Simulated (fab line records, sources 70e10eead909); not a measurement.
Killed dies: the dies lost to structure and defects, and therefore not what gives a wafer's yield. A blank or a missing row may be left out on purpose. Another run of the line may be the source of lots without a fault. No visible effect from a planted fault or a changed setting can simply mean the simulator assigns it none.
Struck lot and sound lot, side by side || flow nandHarc || 14 out of 1302 route steps
Sound: wafers L864.1, L864.2, L864.4. The struck wafers were L869.2, L869.3, L869.5. The cause is named last.
For every step that has rows: the tool of each side, followed by ch and its chambers, followed by its first start. Under that, the readings that differ: sound wafers || struck wafers || difference of the means || sigmas: that difference in standard deviations of wafers without a fault.
alike: same words and numbers on both sides, and readings whose means sit less than 2 such deviations apart. not compared: any withheld reading, any reading some wafer has no value for, any bound like >300 that may hide the same value, and any number with overlapping values for which the record gives no deviation.
The two part at a step that has a row with sigmas, a row that says differs or no value, or rows on one side only. Numbers that have no deviation but don't overlap get no sigmas and don't part them. A reading missing from all wafers of one side parts the sides only when that side holds two or more wafers.

NHARC_A_CHANNEL_HOLE_D2_CD_MEAS_31:
  sound on cdSem-03 at day 17 09:20; struck on cdSem-01 at day 19 09:13
  alike: cdNm
NHARC_A_CHANNEL_HOLE_D2_XSEM_32:
  sound on xsem-02 ch 0, day 17 09:25; struck on xsem-02 ch 0, day 19 09:19
{"reading": "bowNm (nm)", "sound": "8.31 8.34 8.25", "struck": "9.07 9.07 9.09", "difference": "+0.78", "sigmas": "+3"}
  alike: botCdNm, tiltDeg
NHARC_A_CHANNEL_HOLE_D2_INSPECT_40:
  sound on defectInspect-02 at day 17 09:31; struck on defectInspect-01 at day 19 09:25
  alike: rawDefectCount
then, 4 steps without rows for these wafers: NHARC_A_CHANNEL_FILL_D2_PRECLEAN_00 (cleans in SC1); NHARC_A_CHANNEL_FILL_D2_SRD_01; NHARC_A_CHANNEL_FILL_D2_ALD_02 (deposits SiO2, target thk 6 nm, pulse time 10 s, ald cycles 60); NHARC_A_CHANNEL_FILL_D2_ALD_03 (deposits SiNx, target thk 6 nm, pulse time 60 s, ald cycles 58).
NHARC_A_CHANNEL_FILL_D2_ALD_14: deposits SiO2, target thk 2.5 nm, pulse time 10 s, ald cycles 25.
  sound on aldHk-02 ch 0,1,2, day 17 16:45; struck on aldHk-03 ch 1,2,3, day 19 16:51
  alike: heaterPowerW, precursorPulseHeightRel, susceptorTempC
NHARC_A_CHANNEL_FILL_D2_ALD_15: deposits SiNx, target thk 2 nm, pulse time 60 s, ald cycles 19.
  sound on aldSinBatch-03 ch 0; struck on aldSinBatch-02 ch 0
  alike: precursorPulseHeightRel
  not compared: susceptorTempC
NHARC_A_CHANNEL_FILL_D2_ALD_16: deposits SiO2, target thk 1.5 nm, pulse time 10 s, ald cycles 15.
  sound on aldHk-03 ch 0,1,3, day 17 22:14; struck on aldHk-03 ch 1,3, day 19 21:55
  alike: heaterPowerW, precursorPulseHeightRel, susceptorTempC
then, 2 steps without rows for these wafers: NHARC_A_CHANNEL_FILL_D2_ANNEAL_17 (time 1800 s); NHARC_A_CHANNEL_FILL_D2_CVD_18 (deposits poly-Si, target thk 3 nm).
NHARC_A_CHANNEL_FILL_D2_ETCHBACK_19: etches the open film in HBr/Cl2, target depth 5 nm, time 1.7 s.
  sound on rieSi-01 ch 0,1,3, day 18 10:07; struck on rieSi-01 ch 0,2,3, day 20 09:55
{"reading": "oesProductAu (a.u.)", "sound": "1.004 1.006 0.990", "struck": "0.923 0.919 0.904", "difference": -0.085, "sigmas": -7}
  alike: drypumpMotorCurrentA, rfFwdPowerW, throttleValvePct
  not compared: rfHoursCounterH
NHARC_A_CHANNEL_FILL_D2_ETCHBACK_20: etches the open film in C4F8/O2/Ar, target depth 27 nm, time 13.5 s.
  sound on rieDiel-10 ch 0,1,3, day 18 10:15; struck on rieDiel-09 ch 0,1,3, day 20 10:02
  alike: oesProductAu, rfFwdPowerW, rfVppV
  not compared: rfHoursCounterH

== WHERE THEY PART ==
At NHARC_A_CHANNEL_HOLE_D2_XSEM_32 first; at NHARC_A_CHANNEL_FILL_D2_ETCHBACK_19 last (within this record only). Later steps at which nothing parts them and some readings are alike: NHARC_A_CHANNEL_FILL_D2_ETCHBACK_20.

WHY: what had been put in by the simulator
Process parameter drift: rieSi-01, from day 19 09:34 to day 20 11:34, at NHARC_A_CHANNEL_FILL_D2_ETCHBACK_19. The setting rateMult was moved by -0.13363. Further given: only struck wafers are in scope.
